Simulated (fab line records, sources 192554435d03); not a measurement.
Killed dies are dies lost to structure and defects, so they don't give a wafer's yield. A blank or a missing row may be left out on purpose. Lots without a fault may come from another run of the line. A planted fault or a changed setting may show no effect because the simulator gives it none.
One fault seen from 2 desks | flow n5_finfet | each desk has only its own numbers; what lay behind them comes last

THE TOOL OWNER'S DESK: ald_sin-02
The tool's own readings at N5_BEOL_M0_SAQP_SPACER2_ALD_26 (deposits SiO2, target thk 15 nm, pulse time 1 s, purge time 2 s): means of the sampled wafers that have a number, for each lot that ran on this tool. A lot is out of limits, marked OUT, if its mean lies more than 4 standard deviations from the usual mean; the brackets give that distance.
Columns: A = heater_power_w at N5_BEOL_M0_SAQP_SPACER2_ALD_26, usual 454 W; B = precursor_pulse_height_rel at N5_BEOL_M0_SAQP_SPACER2_ALD_26, usual 1.002
lot  | first seen here | A   | B
L428 | day 6 04:29     | 429 | 1.002
L436 | day 8 04:32     | 437 | 1.008
L437 | day 8 19:40     | 465 | 1.004
This desk's finding: nothing out of limits on any of the 3 lots.

THE METROLOGY DESK
What the gauges read, lot by lot, whatever tool the lot ran on: means of the sampled wafers that have a number. A lot is out of limits, marked OUT, if its mean lies more than 4 standard deviations from the usual mean; the brackets give that distance. Of its 12 readings 7 are shown: the one that was out of limits first, and those that lie furthest out on some lot.
Columns: A = cd_nm at N5_BEOL_M0_SAQP_CD_MEAS_29, usual 15.02 nm; B = DIBL_P at N5_BEOL_M4_RC_MEAS_101, usual 36.1 mV/V; C = IOFF_P at N5_BEOL_M4_RC_MEAS_101, usual 0.201 nA/um; D = ION_P at N5_BEOL_M4_RC_MEAS_101, usual 462 uA/um; E = SS_N at N5_BEOL_M4_RC_MEAS_101, usual 71.5 mV/dec; F = VT_N at N5_BEOL_M4_RC_MEAS_101, usual 250.0 mV; G = VT_P at N5_BEOL_M4_RC_MEAS_101, usual -251.3 mV
lot  | first seen here | A                | B    | C     | D   | E    | F     | G
L426 | day 5 12:46     | 15.23            | 34.8 | 0.197 | 467 | 72.0 | 248.9 | -250.3
L428 | day 6 03:22     | 14.83            | 37.5 | 0.180 | 451 | 71.9 | 250.9 | -254.3
L429 | day 6 09:07     | 15.01            | 36.9 | 0.212 | 467 | 71.7 | 250.3 | -250.6
L436 | day 8 03:11     | 16.83 (+7.9) OUT | 36.4 | 0.194 | 458 | 71.2 | 251.1 | -253.3
L438 | day 8 12:03     | 14.78            | 35.3 | 0.209 | 465 | 70.9 | 249.4 | -249.8
L437 | day 8 18:25     | 16.49 (+6.4) OUT | 37.0 | 0.222 | 470 | 71.5 | 246.4 | -248.6
L443 | day 9 15:19     | 15.37            | 37.4 | 0.214 | 467 | 71.8 | 251.8 | -247.6
L445 | day 10 05:43    | 14.82            | 35.1 | 0.189 | 463 | 71.8 | 250.1 | -251.5
L448 | day 11 12:18    | 15.11            | 38.0 | 0.242 | 471 | 72.2 | 247.0 | -247.3
This desk's finding: out of limits on L436, L437; first on L436, day 8 05:17 (cd_nm at N5_BEOL_M0_SAQP_CD_MEAS_29). In limits: L426, L428, L429, L438, L443, L445, L448.

PUT TOGETHER
The metrology desk could have raised an alarm at day 8 05:17, on L436, L437.
The tool owner's desk saw nothing out of limits.
The tool owner's desk has L436, L437 on record, within its limits.
Of the lots named, all ran N5_BEOL_M0_SAQP_SPACER2_ALD_26 on ald_sin-02.

WHAT THE SIMULATOR HAD PUT IN
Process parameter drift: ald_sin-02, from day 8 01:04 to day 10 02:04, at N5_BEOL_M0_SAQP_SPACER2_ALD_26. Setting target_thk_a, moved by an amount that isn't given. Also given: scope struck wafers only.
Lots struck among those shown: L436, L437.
Hours from the fault's start to each desk's first reading out of limits: the metrology desk, 4.
